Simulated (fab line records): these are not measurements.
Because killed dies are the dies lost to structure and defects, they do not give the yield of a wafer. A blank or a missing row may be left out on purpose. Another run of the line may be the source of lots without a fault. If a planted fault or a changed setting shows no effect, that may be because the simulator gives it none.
fab line records	flow nandHarc	part 2 of 2: steps 23 to 31 of 31
record lots=5	wafers=15	lastDay=32
route steps=1302 shown A_SLIT@926 A_SIN_REMOVE@947 A_WL_FILL@952
lots untouched by any fault: they come from a run of this same line in which no faults occurred
startH: start of the lot's first displayed wafer, in hours after the record's first day	waitH: hours from the lot's prior step to this one	" as in the row above	L1.1+2: one row covering several wafers at once	- no value present, or no start provided	* or withheld: withheld	< > ~ a bound
route shown NAME@n: a module of which the file shows steps, and the number in the route of the first	usual: mean/standard deviation taken from wafers without a fault	same: alike in all rows	chamber/n: place in a boat	sites: each site's reading	_std_site: standard deviation across them	_edge_site: the outer-site mean with the inner-site mean subtracted	radiusMm: for every site, how far away it sits from the centre of the wafer	mask NAME#n: copy n	behind: tool/chamber where the wafer was last shaped	hold: cause of the lot's hold/its duration in hours/its outcome	device: names the non-switching transistor (n, p or np)	end of line: tests run on the same wafers once the route is complete	a step without rows: its recipe alone	killed: at the first sort, the dies lost to defects and structure; wafer yield is something else	map: a wafer's dies, marking killed ones x, the rest . and places with no die _
set.NAME: the setting that was run; set.NAME@STEP: the one run at that earlier step	model.NAME: the simulator's own value behind a step, which no gauge read
a table for each step, a row for each wafer; lots at some steps of the route
services: the hour from which a tool's chamber was out of use, counted from the record's first day as startH (under 0 if before that day), plus the number of hours and why
## steps
# step NHARC_A_SIN_REMOVE_PRECLEAN_01
# recipe timeS=*	tempC=50	bathAgeMin=0	chemistry=SC1
# usual nh4ohFlowMLMin=28.29/0.097	sc1H2o2EndMolL=0.3698/0.00063
lot.wafer	tool	chamber	startH	waitH	nh4ohFlowMLMin	sc1H2o2EndMolL
L074.2	wetBench-09	7	459.49	0.0	28.25	0.3690
L074.1	"	0	"	"	28.31	0.3704
L074.4	"	3	"	"	28.19	0.3704
L077.3	wetBench-06	1	486.78	0.0	28.30	0.3679
L077.1	"	2	"	"	28.29	0.3695
L077.4	"	4	"	"	28.24	0.3697
L089.6	wetBench-06	7	606.56	0.0	28.30	0.3696
L089.4	"	0	"	"	28.29	0.3702
L089.3	"	3	"	"	28.42	0.3711
L093.4	wetBench-06	5	634.09	0.0	28.15	0.3702
L093.6	"	6	"	"	28.27	0.3709
L093.1	"	0	"	"	28.20	0.3697
L095.6	wetBench-06	4	666.64	0.0	28.37	0.3697
L095.2	"	6	"	"	28.27	0.3692
L095.3	"	0	"	"	28.27	0.3681
# step NHARC_A_SIN_REMOVE_SRD_02
lot.wafer	tool	chamber	startH	waitH
L074.2+1+4	wetBench-09	7,0,3	-	-
L077.3+1+4	wetBench-06	1,2,4	-	-
L089.6+4+3	wetBench-06	7,0,3	-	-
L093.4+6+1	wetBench-06	5,6,0	-	-
L095.6+2+3	wetBench-06	4,6,0	-	-
# step NHARC_A_SIN_REMOVE_INSPECT_04
# usual rawDefectCount=393/78
lot.wafer	tool	chamber	startH	waitH	rawDefectCount
L074.1	defectInspect-01	-	459.68	0.0	408
L074.2	"	-	"	"	461
L074.4	"	-	"	"	352
L077.1	defectInspect-01	-	486.96	0.0	402
L077.3	"	-	"	"	358
L077.4	"	-	"	"	348
L089.3	defectInspect-01	-	606.74	0.0	485
L089.4	"	-	"	"	426
L089.6	"	-	"	"	455
L093.1	defectInspect-01	-	634.26	0.0	393
L093.4	"	-	"	"	404
L093.6	"	-	"	"	420
L095.2	defectInspect-01	-	666.82	0.0	338
L095.3	"	-	"	"	374
L095.6	"	-	"	"	434
# step NHARC_A_WL_FILL_ALD_00
# recipe targetThkA=30	pulseTimeS=3	aldCycles=30	tempC=300	material=Al2O3
# usual heaterPowerW=443/36	precursorPulseHeightRel=1.001/0.023	susceptorTempC=300.03/0.21
# same aldCycles=30	pulseTimeS=3
lot.wafer	tool	chamber	startH	waitH	heaterPowerW	precursorPulseHeightRel	susceptorTempC
L074.4	aldHk-02	2	459.77	0.1	435	0.999	300.34
L074.2	"	3	"	"	455	1.013	299.86
L074.1	"	0	"	"	443	0.996	299.88
L077.4	aldHk-02	0	487.09	0.1	441	1.030	300.02
L077.3	"	1	"	"	508	0.974	300.08
L077.1	"	2	"	"	446	1.038	299.89
L089.4	aldHk-02	2	606.83	0.1	430	0.964	300.35
L089.3	"	3	"	"	475	0.972	299.98
L089.6	"	1	"	"	445	1.043	299.96
L093.1	aldHk-04	0	634.52	0.3	456	1.008	299.90
L093.4	"	1	"	"	490	1.017	299.77
L093.6	"	3	"	"	457	0.983	300.14
L095.2	aldHk-04	3	666.92	0.1	459	0.989	299.97
L095.3	"	0	"	"	474	0.978	300.07
L095.6	"	3	"	"	467	1.005	299.76
# step NHARC_A_WL_FILL_RTA_01
# recipe tempC=1000	timeS=5
# usual lampPowerPct=27.5/1.8	wafer_temp_C_max=1003.1/0.76
lot.wafer	tool	chamber	startH	waitH	lampPowerPct	wafer_temp_C_max
L074.1	rtpAnneal-02	0	460.00	-	29.7	1002.5
L074.2	"	0	"	"	29.7	1003.0
L074.4	"	0	"	"	29.6	1003.1
L077.1	rtpAnneal-01	0	487.40	-	26.0	1004.1
L077.3	"	0	"	"	26.0	1004.2
L077.4	"	0	"	"	25.9	1002.8
L089.3	rtpAnneal-01	0	607.12	-	26.0	1004.0
L089.4	"	0	"	"	26.0	1003.4
L089.6	"	0	"	"	25.9	1003.1
L093.1	rtpAnneal-02	0	634.76	-	29.7	1003.5
L093.4	"	0	"	"	29.7	1002.2
L093.6	"	0	"	"	29.7	1003.6
L095.2	rtpAnneal-01	0	667.18	-	26.0	1002.4
L095.3	"	0	"	"	26.0	1003.8
L095.6	"	0	"	"	25.9	1003.4
# step NHARC_A_WL_FILL_ALD_02
# recipe targetThkA=20	pulseTimeS=3	aldCycles=100	tempC=450	material=TiN
# usual heaterPowerW=1037/73	precursorPulseHeightRel=1.003/0.018	susceptorTempC=450.02/0.25
# same aldCycles=100	pulseTimeS=3
lot.wafer	tool	chamber	startH	waitH	heaterPowerW	precursorPulseHeightRel	susceptorTempC
L074.2	aldMetal-02	2	460.22	0.2	980	1.014	449.72
L074.4	"	3	"	"	961	0.976	449.95
L074.1	"	0	"	"	1016	1.002	450.09
L077.4	aldMetal-04	2	487.62	0.1	999	1.036	450.10
L077.1	"	0	"	"	1010	0.998	449.30
L077.3	"	1	"	"	1119	1.027	450.00
L089.3	aldMetal-02	2	607.38	0.2	985	1.019	449.88
L089.6	"	3	"	"	970	1.040	449.82
L089.4	"	0	"	"	1034	1.018	449.81
L093.1	aldMetal-03	1	635.01	0.2	1194	1.001	450.29
L093.4	"	2	"	"	1135	0.986	450.36
L093.6	"	0	"	"	915	0.992	449.96
L095.3	aldMetal-02	2	667.37	0.1	1021	0.994	449.99
L095.2	"	1	"	"	1025	1.015	449.83
L095.6	"	3	"	"	979	0.992	449.96
# step NHARC_A_WL_FILL_CVD_03
# recipe targetThkA=400	tempC=300	pressureTorr=40	wf6FlowSccm=40	h2FlowSccm=1600	arFlowSccm=1560	timeS=279	material=W
# usual heaterPowerW=455/30	susceptorTempC=299.94/0.18	throttleValvePct=7.66/0.22
lot.wafer	tool	chamber	startH	waitH	heaterPowerW	susceptorTempC	throttleValvePct
L074.1	cvdW-01	0	460.66	0.1	456	299.98	7.68
L074.2	"	1	"	"	500	299.77	7.93
L074.4	"	0	"	"	455	300.12	7.91
L077.1	cvdW-01	1	488.11	0.1	500	299.94	7.96
L077.4	"	0	"	"	454	299.95	7.61
L077.3	"	1	"	"	502	299.99	7.82
L089.3	cvdW-02	0	607.89	0.2	445	-	7.63
L089.4	"	1	"	"	433	-	7.58
L089.6	"	1	"	"	429	-	7.50
L093.1	cvdW-01	0	635.55	0.2	456	-	7.34
L093.4	"	0	"	"	442	-	7.62
L093.6	"	0	"	"	454	-	7.31
L095.2	cvdW-02	0	667.81	0.1	435	299.58	7.16
L095.3	"	1	"	"	457	299.80	7.54
L095.6	"	0	"	"	433	299.86	7.44
# step NHARC_A_WL_FILL_ETCHBACK_04
# recipe targetDepthA=600	timeS=120	chemistry=NF3
# usual drypumpMotorCurrentA=5.5/0.41	heBacksideLeakSccm=3.43/0.24	oesProductAu=1.000/0.0075
lot.wafer	tool	chamber	startH	waitH	drypumpMotorCurrentA	heBacksideLeakSccm	oesProductAu	rfHoursCounterH
L074.1	rieMetal-03	0	461.04	0.3	5.8	3.39	0.994	2.3
L074.2	"	1	"	"	5.4	3.34	1.007	2.3
L074.4	"	0	"	"	5.8	3.41	1.005	-
L077.1	rieMetal-02	0	488.46	0.3	5.9	3.56	0.993	0.5
L077.3	"	1	"	"	5.7	3.21	0.987	-
L077.4	"	0	"	"	5.9	3.50	1.000	-
L089.3	rieMetal-03	0	608.22	0.3	5.8	3.49	1.010	-
L089.4	"	1	"	"	5.4	3.45	1.010	-
L089.6	"	0	"	"	5.8	3.44	1.021	-
L093.1	rieMetal-01	0	635.92	0.3	5.0	3.37	1.000	1.0
L093.4	"	1	"	"	4.7	3.44	1.006	-
L093.6	"	0	"	"	5.0	3.49	0.995	-
L095.2	rieMetal-03	1	668.22	0.4	5.5	3.42	0.989	2.7
L095.3	"	0	"	"	5.8	3.22	1.001	-
L095.6	"	0	"	"	5.8	3.26	0.993	-
# step NHARC_A_WL_FILL_ETCHBACK_05
# recipe targetDepthA=220	timeS=60	tempC=40	chemistry=Cl2/BCl3
# usual drypumpMotorCurrentA=5.5/0.41	heBacksideLeakSccm=3.40/0.14	oesProductAu=1.000/0.0075
lot.wafer	tool	chamber	startH	waitH	drypumpMotorCurrentA	heBacksideLeakSccm	oesProductAu	rfHoursCounterH
L074.1	rieMetal-03	1	461.28	0.2	5.5	3.35	1.009	2.4
L074.2	"	0	"	"	5.8	3.40	1.003	2.4
L074.4	"	1	"	"	5.5	3.41	1.011	-
L077.1	rieMetal-02	1	488.68	0.2	5.7	3.26	0.989	0.6
L077.4	"	0	"	"	5.9	3.59	1.008	-
L077.3	"	1	"	"	5.7	3.28	0.990	-
L089.4	rieMetal-03	0	608.42	0.1	5.8	3.42	0.991	-
L089.3	"	1	"	"	5.5	3.42	0.994	-
L089.6	"	1	"	"	5.4	3.36	0.994	-
L093.1	rieMetal-01	1	636.17	0.2	4.7	3.36	1.009	1.1
L093.4	"	1	"	"	4.7	3.39	1.007	-
L093.6	"	1	"	"	4.7	3.39	1.015	-
L095.2	rieMetal-03	0	668.44	0.2	5.8	3.53	1.003	2.9
L095.3	"	1	"	"	5.5	3.28	0.994	-
L095.6	"	0	"	"	5.8	3.52	0.993	-
## services
tool	chamber	startH	hours	kind
aldMetal-02	-	432.00	10.0	pm
rieDiel-08	1	455.69	19.6	repair
rieDiel-13	0	456.72	2.7	repair
harEtch-01	-	474.64	1.0	repair
rieDiel-06	-	484.20	9.0	pm
lithoTrack-01	-	505.00	7.0	pm
rieDiel-13	-	519.00	9.0	pm
rieMetal-03	-	519.00	9.0	pm
aldHk-02	-	528.66	10.0	pm
lithoTrack-06	-	529.00	7.0	pm
rieDiel-13	-	541.21	0.1	repair
rieDiel-08	2	543.72	8.3	repair
rieDiel-08	-	544.80	9.0	pm
wetBench-06	-	545.72	8.0	pm
cvdW-01	-	547.00	13.0	pm
rieDiel-06	2	562.81	5.6	repair
wetBench-03	-	565.65	8.0	pm
wetBench-04	-	579.20	8.0	pm
rieDiel-08	2	610.05	13.6	repair
rieDiel-08	0	619.22	10.3	repair
rieDiel-08	2	625.18	7.9	repair
rieDiel-08	-	648.21	1.0	repair
rieDiel-06	1	648.42	4.4	repair
rieDiel-06	-	661.20	9.0	pm
